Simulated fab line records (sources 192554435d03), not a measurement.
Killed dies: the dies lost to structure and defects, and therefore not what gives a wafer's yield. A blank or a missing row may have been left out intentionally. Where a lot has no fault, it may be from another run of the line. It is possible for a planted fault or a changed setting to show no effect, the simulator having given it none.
fab line records	flow n5_finfet	part 1 of 2: steps 1 to 25 of 33
record lots=5	wafers=15	last_day=16
route steps=1938 shown WELL_APT@44 PMOS_HMC_CHANNEL_EPI@57
lots that met no fault: from a run of the same line without faults
start_h: the number of hours between the record's first day and the start of the first shown wafer of the lot	wait_h: hours elapsed since this lot's preceding step	" the same as in the row above	L1.1+2: a row that stands for several wafers	- no value present, or no start provided	* or withheld: withheld	< > ~ a bound
route shown NAME@n: a module of which the file shows steps, and the number in the route of the first	usual: average and standard deviation across the fault-free wafers	same: alike in all rows	chamber/n: place in a boat	sites: the reading at each site	_std_site: standard deviation across them	_edge_site: the outer-site mean with the inner-site mean subtracted	radius_mm: how far each site lies from the wafer's centre	mask NAME#n: copy n	behind: the tool/chamber that last shaped the wafer	hold: why the lot went on hold/how many hours it stayed there/how the hold came to an end	device: names the non-switching transistor (n, p or np)	end of line: at the end of the route, the tests of the same wafers	for a step that has no rows: nothing shown but its recipe	killed: dies lost to structure and defects at the first sort, not the wafer's yield	map: dies across one wafer; x = killed, . = not, _ = none there
set.NAME: the setting that was run; set.NAME@STEP: the one run at that earlier step	model.NAME: the simulator's own value behind a step, which no gauge read
a table for each step, a row for each wafer; lots at some steps of the route
services: from which hour (start_h, from the record's first day; less than 0 if before it) a tool's chamber was out of use, for how many hours, and why
## steps
# step N5_WELL_APT_OVL_MEAS_26
# recipe points_per_wafer=44
# usual PWELL_OVL=0/4.7
lot.wafer	tool	chamber	start_h	wait_h	PWELL_OVL[nm]
L083.3	overlay-02	0	68.86	0.0	2
L083.4	"	0	"	"	10
L083.6	"	0	"	"	4
L087.1	overlay-01	0	93.35	0.0	7
L087.2	"	0	"	"	0
L087.5	"	0	"	"	-1
L088.1	overlay-01	0	99.14	0.0	1
L088.2	"	0	"	"	-7
L088.4	"	0	"	"	0
L090.1	overlay-01	0	111.69	0.0	-3
L090.2	"	0	"	"	-4
L090.4	"	0	"	"	-4
L091.2	overlay-02	0	117.17	0.0	3
L091.3	"	0	"	"	2
L091.6	"	0	"	"	2
# step N5_WELL_APT_INSPECT_27
# recipe mode=adi	inspect_instrument=macro
# usual raw_defect_count=2.1/1.6
lot.wafer	tool	chamber	start_h	wait_h	raw_defect_count
L083.3	defect_inspect-01	-	68.88	0.0	3
L083.4	"	-	"	"	2
L083.6	"	-	"	"	1
L087.1	defect_inspect-02	-	93.38	0.0	1
L087.2	"	-	"	"	3
L087.5	"	-	"	"	4
L088.1	defect_inspect-01	-	99.16	0.0	3
L088.2	"	-	"	"	3
L088.4	"	-	"	"	3
L090.1	defect_inspect-02	-	111.72	0.0	1
L090.2	"	-	"	"	1
L090.4	"	-	"	"	2
L091.2	defect_inspect-02	-	117.20	0.0	0
L091.3	"	-	"	"	0
L091.6	"	-	"	"	3
# step N5_WELL_APT_DESCUM_30
# recipe chemistry=O2	time_s=7.9	source_power_w=50	bias_power_w=20	pressure_mtorr=20	rf_frequency_hz=2.712e+07	temp_c=40	o2_flow_sccm=225
# usual drypump_motor_current_A=5.6/0.53	oes_product_au=0.82/0.09	rf_vpp_V=243.2/1.6	showerhead_plenum_p_Torr=2.10/0.087	throttle_valve_pct=20.41/0.19
lot.wafer	tool	chamber	start_h	wait_h	drypump_motor_current_A	oes_product_au	rf_hours_counter_h	rf_vpp_V	showerhead_plenum_p_Torr	throttle_valve_pct
L083.3	rie_diel-02	3	69.84	1.0	4.7	0.90	-	242.4	2.04	20.43
L083.4	"	2	"	"	5.7	0.86	-	244.3	2.25	20.39
L083.6	"	2	"	"	5.7	0.87	-	244.7	2.25	20.39
L087.1	rie_diel-02	0	93.41	0.0	5.8	0.92	10	244.1	2.13	19.98
L087.2	"	1	"	"	5.6	0.88	27	242.2	2.14	20.17
L087.5	"	3	"	"	4.8	0.88	-	242.8	2.04	20.43
L088.1	rie_diel-06	3	99.19	0.0	5.1	0.90	34	245.5	2.20	20.28
L088.2	"	2	"	"	5.4	0.93	15	245.0	2.23	20.46
L088.4	"	1	"	"	6.7	0.81	90	242.1	2.02	20.44
L090.1	rie_diel-01	0	112.59	0.9	6.1	0.73	198	240.7	1.98	20.56
L090.2	"	2	"	"	6.4	0.72	231	241.8	2.05	20.40
L090.4	"	1	"	"	5.3	0.71	187	244.0	2.08	20.49
L091.2	rie_diel-01	0	117.36	0.2	6.1	0.73	200	241.9	1.98	20.56
L091.3	"	2	"	"	6.4	0.72	233	242.1	2.05	20.39
L091.6	"	1	"	"	5.3	0.72	-	241.7	2.08	20.49
# step N5_WELL_APT_IMPLANT_31
# recipe species=B	energy_kev=60	dose_cm2=1.5e+13	tilt_deg=0	rotation_deg=0
# usual faraday_current_uA=190/4
lot.wafer	tool	chamber	start_h	wait_h	faraday_current_uA
L083.3	implanter-01	0	70.00	0.1	183
L083.4	"	0	"	"	189
L083.6	"	0	"	"	185
L087.1	implanter-02	0	93.51	0.1	191
L087.2	"	0	"	"	195
L087.5	"	0	"	"	195
L088.1	implanter-01	0	99.29	0.1	191
L088.2	"	0	"	"	186
L088.4	"	0	"	"	188
L090.1	implanter-01	0	112.69	0.1	187
L090.2	"	0	"	"	194
L090.4	"	0	"	"	195
L091.2	implanter-02	0	117.48	0.1	185
L091.3	"	0	"	"	190
L091.6	"	0	"	"	194
# step N5_WELL_APT_IMPLANT_32
# recipe species=BF2	energy_kev=50	dose_cm2=2e+13	tilt_deg=0	rotation_deg=0
# usual faraday_current_uA=254/5.3
lot.wafer	tool	chamber	start_h	wait_h	faraday_current_uA
L083.3	implanter-01	0	70.18	0.1	260
L083.4	"	0	"	"	253
L083.6	"	0	"	"	247
L087.1	implanter-02	0	93.69	0.1	258
L087.2	"	0	"	"	256
L087.5	"	0	"	"	254
L088.1	implanter-01	0	99.47	0.1	255
L088.2	"	0	"	"	252
L088.4	"	0	"	"	255
L090.1	implanter-01	0	112.87	0.1	246
L090.2	"	0	"	"	259
L090.4	"	0	"	"	248
L091.2	implanter-02	0	117.66	0.1	255
L091.3	"	0	"	"	256
L091.6	"	0	"	"	250
# step N5_WELL_APT_STRIP_33
# recipe chemistry=SPM	time_s=900	temp_c=130	h2so4_h2o2_vol_ratio=4	dry=ipa_marangoni
lot.wafer	tool	chamber	start_h	wait_h
L083.3+4+6	wet_bench-01	4,6,2	70.33	0.1
L087.1+2+5	wet_bench-06	7,4,2	93.98	0.3
L088.1+2+4	wet_bench-02	2,3,6	99.68	0.2
L090.1+2+4	wet_bench-01	6,5,0	113.08	0.2
L091.2+3+6	wet_bench-02	1,4,6	117.84	0.1
# step N5_WELL_APT_RTA_34
# recipe temp_c=1000	time_s=10	ambient=N2	idle_temp_c=600	ramp_up_c_per_s=150	ramp_down_c_per_s=60	cool_to_c=600
# usual lamp_power_pct=13.01/0.055	lamp_zone_4_pct=12.993/0.024	wafer_temp_C_max=1003.5/0.96
lot.wafer	tool	chamber	start_h	wait_h	lamp_power_pct	lamp_zone_4_pct	wafer_temp_C_max
L083.3	rtp_anneal-02	0	70.85	0.3	12.97	13.016	1002.9
L083.4	"	0	"	"	12.98	13.005	1003.7
L083.6	"	0	"	"	13.00	12.962	1004.0
L087.1	rtp_anneal-02	0	94.26	0.0	13.00	12.977	1003.0
L087.2	"	0	"	"	13.05	12.995	1002.9
L087.5	"	0	"	"	13.04	13.029	1003.3
L088.1	rtp_anneal-01	0	99.96	0.0	12.93	13.017	1002.6
L088.2	"	0	"	"	12.94	12.976	1003.5
L088.4	"	0	"	"	13.00	13.006	1001.6
L090.1	rtp_anneal-02	0	113.36	0.0	13.01	13.001	1002.3
L090.2	"	0	"	"	13.05	13.016	1002.1
L090.4	"	0	"	"	13.00	12.981	1004.5
L091.2	rtp_anneal-02	0	118.30	0.2	12.94	12.978	1002.2
L091.3	"	0	"	"	12.99	13.017	1003.3
L091.6	"	0	"	"	13.13	12.994	1003.6
# step N5_WELL_APT_OXIDE_STRIP_42
# recipe chemistry=dHF	dilution=25:1	time_s=45	temp_c=25	target=SiO2	target_depth_a=120
lot.wafer	tool	chamber	start_h	wait_h
L083.3+4+6	wet_bench-02	2,4,3	70.96	0.1
L087.1+2+5	wet_bench-06	1,5,3	94.40	0.1
L088.1+2+4	wet_bench-02	3,0,6	100.10	0.1
L090.1+2+4	wet_bench-01	5,1,2	113.50	0.1
L091.2+3+6	wet_bench-01	7,5,1	118.42	0.1
# step N5_WELL_APT_PRECLEAN_36
# recipe chemistry=O3/DIW	time_s=45	temp_c=22	o3_ppm=10
lot.wafer	tool	chamber	start_h	wait_h
L083.3+4+6	wet_bench-02	2,4,3	70.97	0.0
L087.1+2+5	wet_bench-06	1,5,3	94.42	0.0
L088.1+2+4	wet_bench-02	3,0,6	100.12	0.0
L090.1+2+4	wet_bench-01	5,1,2	113.52	0.0
L091.2+3+6	wet_bench-01	7,5,1	118.44	0.0
# step N5_WELL_APT_PRECLEAN_39
# recipe chemistry=dHF	time_s=60	dilution=150:1	temp_c=25
lot.wafer	tool	chamber	start_h	wait_h
L083.3+4+6	wet_bench-02	2,4,3	70.99	0.0
L087.1+2+5	wet_bench-06	1,5,3	94.43	0.0
L088.1+2+4	wet_bench-02	3,0,6	100.13	0.0
L090.1+2+4	wet_bench-01	5,1,2	113.53	0.0
L091.2+3+6	wet_bench-01	7,5,1	118.45	0.0
# step N5_WELL_APT_SRD_37
# recipe dry=ipa_marangoni	do_ppb=5	time_s=30	temp_c=23	rinse_liquid=diw
# usual do_ppb=5.00/0.053
lot.wafer	tool	chamber	start_h	wait_h	do_ppb
L083.3	wet_bench-02	2	71.00	0.0	4.97
L083.4	"	4	"	"	4.95
L083.6	"	3	"	"	5.05
L087.1	wet_bench-06	1	94.44	0.0	4.99
L087.2	"	5	"	"	5.00
L087.5	"	3	"	"	4.98
L088.1	wet_bench-02	3	100.15	0.0	5.06
L088.2	"	0	"	"	4.98
L088.4	"	6	"	"	5.06
L090.1	wet_bench-01	5	113.55	0.0	5.02
L090.2	"	1	"	"	5.07
L090.4	"	2	"	"	5.01
L091.2	wet_bench-01	7	118.47	0.0	5.06
L091.3	"	5	"	"	5.04
L091.6	"	1	"	"	5.05
# step N5_WELL_APT_EPI_41
# recipe material=Si	target_thk_a=500	temp_c=650	precursor=SiH4/H2	pressure_torr=20	time_s=297.7
# usual throttle_valve_pct=11.8/0.51
lot.wafer	tool	chamber	start_h	wait_h	throttle_valve_pct
L083.3	epi_rpcvd-02	0	71.25	0.2	12.3
L083.4	"	0	"	"	12.3
L083.6	"	0	"	"	12.3
L087.1	epi_rpcvd-03	0	94.49	0.0	11.6
L087.2	"	0	"	"	11.6
L087.5	"	0	"	"	12.1
L088.1	epi_rpcvd-03	0	100.20	0.0	11.6
L088.2	"	0	"	"	11.9
L088.4	"	0	"	"	12.1
L090.1	epi_rpcvd-04	0	113.60	0.0	11.2
L090.2	"	0	"	"	10.9
L090.4	"	0	"	"	10.9
L091.2	epi_rpcvd-04	0	118.62	0.1	10.9
L091.3	"	0	"	"	10.9
L091.6	"	0	"	"	10.7
# step N5_WELL_APT_INSPECT_38
# recipe inspect_instrument=darkfield	mode=post_epi
# usual raw_defect_count=12/4.9
lot.wafer	tool	chamber	start_h	wait_h	raw_defect_count
L083.3	defect_inspect-02	-	71.69	0.3	5
L083.4	"	-	"	"	16
L083.6	"	-	"	"	10
L087.1	defect_inspect-02	-	95.33	0.7	19
L087.2	"	-	"	"	15
L087.5	"	-	"	"	16
L088.1	defect_inspect-01	-	101.03	0.7	17
L088.2	"	-	"	"	13
L088.4	"	-	"	"	23
L090.1	defect_inspect-01	-	114.23	0.5	13
L090.2	"	-	"	"	4
L090.4	"	-	"	"	9
L091.2	defect_inspect-02	-	119.15	0.4	15
L091.3	"	-	"	"	17
L091.6	"	-	"	"	11
# step N5_PMOS_HMC_CHANNEL_EPI_HM_DEP_34
# recipe material=SiO2	target_thk_a=360	temp_c=400	precursor=TEOS/O2	pressure_torr=6.5	rf_w=900	teos_flow_sccm=161.4	gas=O2	flow_sccm=2650	time_s=6.9
# usual heater_power_w=525/110	showerhead_plenum_p_Torr=8.36/0.034	throttle_valve_pct=19.0/1.3
lot.wafer	tool	chamber	start_h	wait_h	heater_power_w	showerhead_plenum_p_Torr	since_wet_clean_h	throttle_valve_pct
L083.3	pecvd-01	2	71.72	0.0	467	8.37	342	19.1
L083.4	"	0	"	"	541	8.41	-	20.8
L083.6	"	2	"	"	474	8.35	-	19.1
L087.1	pecvd-03	2	95.37	0.0	728	8.33	379	17.8
L087.2	"	1	"	"	371	8.37	1887	17.6
L087.5	"	0	"	"	535	8.36	-	21.0
L088.1	pecvd-01	1	101.07	0.0	457	8.34	1349	18.7
L088.2	"	2	"	"	467	8.39	371	19.3
L088.4	"	0	"	"	534	8.43	-	21.1
L090.1	pecvd-03	2	114.27	0.0	690	8.33	397	17.7
L090.2	"	1	"	"	381	8.39	1906	17.2
L090.4	"	1	"	"	396	8.37	-	17.2
L091.2	pecvd-03	0	119.19	0.0	508	8.34	1186	21.0
L091.3	"	1	"	"	358	8.39	1911	17.7
L091.6	"	2	"	"	621	8.32	-	17.6
# step N5_PMOS_HMC_CHANNEL_EPI_COAT_31
# recipe resist=BARC	temp_c=205	time_s=60	spin_rpm=1500	resist_thk_nm=66
lot.wafer	tool	chamber	start_h	wait_h
L083.3+4+6	litho_track-03	0	71.78	0.0
L087.1+2+5	litho_track-05	0	95.42	0.0
L088.1+2+4	litho_track-03	0	101.12	0.0
L090.1+2+4	litho_track-04	0	114.32	0.0
L091.2+3+6	litho_track-04	0	119.24	0.0
# step N5_PMOS_HMC_CHANNEL_EPI_COAT_03
# recipe resist=CAR-ArF-block	spin_rpm=1500	resist_thk_nm=205
lot.wafer	tool	chamber	start_h	wait_h
L083.3+4+6	litho_track-03	0	-	-
L087.1+2+5	litho_track-05	0	-	-
L088.1+2+4	litho_track-03	0	-	-
L090.1+2+4	litho_track-04	0	-	-
L091.2+3+6	litho_track-04	0	-	-
# step N5_PMOS_HMC_CHANNEL_EPI_EBR_05
# recipe solvent=PGMEA	ebr_width_mm=1.5
lot.wafer	tool	chamber	start_h	wait_h
L083.3+4+6	litho_track-03	0	-	-
L087.1+2+5	litho_track-05	0	-	-
L088.1+2+4	litho_track-03	0	-	-
L090.1+2+4	litho_track-04	0	-	-
L091.2+3+6	litho_track-04	0	-	-
# step N5_PMOS_HMC_CHANNEL_EPI_SOFTBAKE_04
# recipe temp_c=110	time_s=60	resist=CAR-ArF-block
lot.wafer	tool	chamber	start_h	wait_h
L083.3+4+6	litho_track-03	0	-	-
L087.1+2+5	litho_track-05	0	-	-
L088.1+2+4	litho_track-03	0	-	-
L090.1+2+4	litho_track-04	0	-	-
L091.2+3+6	litho_track-04	0	-	-
# step N5_PMOS_HMC_CHANNEL_EPI_EXPOSE_06
# recipe mask_id=PMOS_HMC_BLK	na=1.35	source_shape=conventional	sigma_outer=0.8	polarization=unpolarized	target_cd_nm=240	dose_mj=41
# usual focus_offset_nm=-0.1/0.62
# same sigma_outer=0.8
lot.wafer	tool	chamber	start_h	wait_h	mask	focus_offset_nm
L083.3	arfi_scanner-02	0	72.01	-	PMOS_HMC_BLK#0	-0.2
L083.4	"	0	"	"	PMOS_HMC_BLK#0	-0.7
L083.6	"	0	"	"	PMOS_HMC_BLK#0	-0.4
L087.1	arfi_scanner-03	0	95.68	-	PMOS_HMC_BLK#0	-0.3
L087.2	"	0	"	"	PMOS_HMC_BLK#0	0.4
L087.5	"	0	"	"	PMOS_HMC_BLK#0	0.0
L088.1	arfi_scanner-01	0	101.35	-	PMOS_HMC_BLK#0	0.8
L088.2	"	0	"	"	PMOS_HMC_BLK#0	0.6
L088.4	"	0	"	"	PMOS_HMC_BLK#0	0.3
L090.1	arfi_scanner-02	0	114.42	-	PMOS_HMC_BLK#0	0.3
L090.2	"	0	"	"	PMOS_HMC_BLK#0	0.9
L090.4	"	0	"	"	PMOS_HMC_BLK#0	0.2
L091.2	arfi_scanner-03	0	119.47	-	PMOS_HMC_BLK#0	0.1
L091.3	"	0	"	"	PMOS_HMC_BLK#0	0.3
L091.6	"	0	"	"	PMOS_HMC_BLK#0	-0.4
# step N5_PMOS_HMC_CHANNEL_EPI_PEB_07
# recipe peb_temp_c=110	peb_time_s=60	resist=CAR-ArF-block
lot.wafer	tool	chamber	start_h	wait_h
L083.3+4+6	litho_track-03	0	72.06	0.0
L087.1+2+5	litho_track-04	0	95.74	0.1
L088.1+2+4	litho_track-04	0	101.40	0.1
L090.1+2+4	litho_track-03	0	114.48	0.1
L091.2+3+6	litho_track-04	0	119.53	0.0
# step N5_PMOS_HMC_CHANNEL_EPI_DEVELOP_08
# recipe develop_time_s=30	developer=TMAH	resist=CAR-ArF-block	dev_temp_c=23	rinse_liquid=diw	dry=air_spin
lot.wafer	tool	chamber	start_h	wait_h
L083.3+4+6	litho_track-03	0	-	-
L087.1+2+5	litho_track-04	0	-	-
L088.1+2+4	litho_track-04	0	-	-
L090.1+2+4	litho_track-03	0	-	-
L091.2+3+6	litho_track-04	0	-	-
# step N5_PMOS_HMC_CHANNEL_EPI_CD_MEAS_09
# recipe target_cd_nm=237.4	landing_energy_ev=500	detector=se_inlens
# usual cd_nm=237.0/0.91
lot.wafer	tool	chamber	start_h	wait_h	cd_nm
L083.3	cd_sem-01	0	72.13	-	238.4
L083.4	"	0	"	"	237.6
L083.6	"	0	"	"	238.0
L087.1	cd_sem-03	0	95.81	-	236.9
L087.2	"	0	"	"	235.9
L087.5	"	0	"	"	236.7
L088.1	cd_sem-03	0	101.47	-	239.3
L088.2	"	0	"	"	237.9
L088.4	"	0	"	"	237.6
L090.1	cd_sem-03	0	114.55	-	236.2
L090.2	"	0	"	"	237.0
L090.4	"	0	"	"	236.7
L091.2	cd_sem-03	0	119.59	-	236.2
L091.3	"	0	"	"	236.7
L091.6	"	0	"	"	235.6
# step N5_PMOS_HMC_CHANNEL_EPI_OVL_MEAS_10
# recipe points_per_wafer=44
# usual PMOS_HMC_BLK_OVL=0.0/0.66
lot.wafer	tool	chamber	start_h	wait_h	PMOS_HMC_BLK_OVL[nm]
L083.3	overlay-02	0	72.16	0.0	-0.3
L083.4	"	0	"	"	0.2
L083.6	"	0	"	"	-0.6
L087.1	overlay-02	0	95.84	0.0	0.3
L087.2	"	0	"	"	-0.2
L087.5	"	0	"	"	0.8
L088.1	overlay-01	0	101.50	0.0	0.2
L088.2	"	0	"	"	-1.2
L088.4	"	0	"	"	-1.0
L090.1	overlay-01	0	114.58	0.0	0.0
L090.2	"	0	"	"	0.0
L090.4	"	0	"	"	-0.9
L091.2	overlay-01	0	119.62	0.0	-1.1
L091.3	"	0	"	"	-1.7
L091.6	"	0	"	"	-0.4
# step N5_PMOS_HMC_CHANNEL_EPI_INSPECT_11
# recipe mode=adi	inspect_instrument=macro
# usual raw_defect_count=2.1/1.6
lot.wafer	tool	chamber	start_h	wait_h	raw_defect_count
L083.3	defect_inspect-01	-	72.18	0.0	3
L083.4	"	-	"	"	1
L083.6	"	-	"	"	0
L087.1	defect_inspect-01	-	95.86	0.0	3
L087.2	"	-	"	"	4
L087.5	"	-	"	"	1
L088.1	defect_inspect-02	-	101.53	0.0	1
L088.2	"	-	"	"	4
L088.4	"	-	"	"	3
L090.1	defect_inspect-02	-	114.60	0.0	5
L090.2	"	-	"	"	3
L090.4	"	-	"	"	1
L091.2	defect_inspect-01	-	119.65	0.0	2
L091.3	"	-	"	"	1
L091.6	"	-	"	"	1
# step N5_PMOS_HMC_CHANNEL_EPI_DESCUM_14
# recipe chemistry=O2	time_s=7.9	source_power_w=50	bias_power_w=20	pressure_mtorr=20	rf_frequency_hz=2.712e+07	temp_c=40	resist=CAR-ArF-block	o2_flow_sccm=225
# usual drypump_motor_current_A=5.6/0.53	oes_product_au=0.75/0.072	rf_vpp_V=242.9/1.4	showerhead_plenum_p_Torr=2.08/0.072	throttle_valve_pct=20.35/0.27
lot.wafer	tool	chamber	start_h	wait_h	drypump_motor_current_A	oes_product_au	rf_hours_counter_h	rf_vpp_V	showerhead_plenum_p_Torr	throttle_valve_pct
L083.3	rie_diel-05	3	72.22	0.0	5.0	0.71	216	243.1	2.05	19.98
L083.4	"	2	"	"	5.7	0.69	206	245.9	2.16	20.04
L083.6	"	2	"	"	5.7	0.69	-	244.2	2.16	20.03
L087.1	rie_diel-04	2	96.15	0.3	6.3	0.72	193	242.2	2.08	20.68
L087.2	"	3	"	"	6.1	0.80	101	241.1	2.03	20.43
L087.5	"	0	"	"	5.1	0.72	-	242.1	1.99	20.25
L088.1	rie_diel-03	0	101.56	0.0	5.6	0.71	217	242.6	2.08	20.65
L088.2	"	3	"	"	5.4	0.69	232	242.9	2.07	20.78
L088.4	"	2	"	"	6.6	0.78	129	244.7	2.20	20.37
L090.1	rie_diel-03	0	114.66	0.1	5.6	0.70	221	243.1	2.08	20.65
L090.2	"	2	"	"	6.6	0.77	133	244.7	2.20	20.37
L090.4	"	3	"	"	5.5	0.69	236	242.4	2.07	20.81
L091.2	rie_diel-05	2	119.68	0.0	5.6	0.68	220	244.0	2.16	20.06
L091.3	"	0	"	"	5.5	0.93	23	245.5	2.13	19.81
L091.6	"	0	"	"	5.5	0.94	-	242.6	2.13	19.81
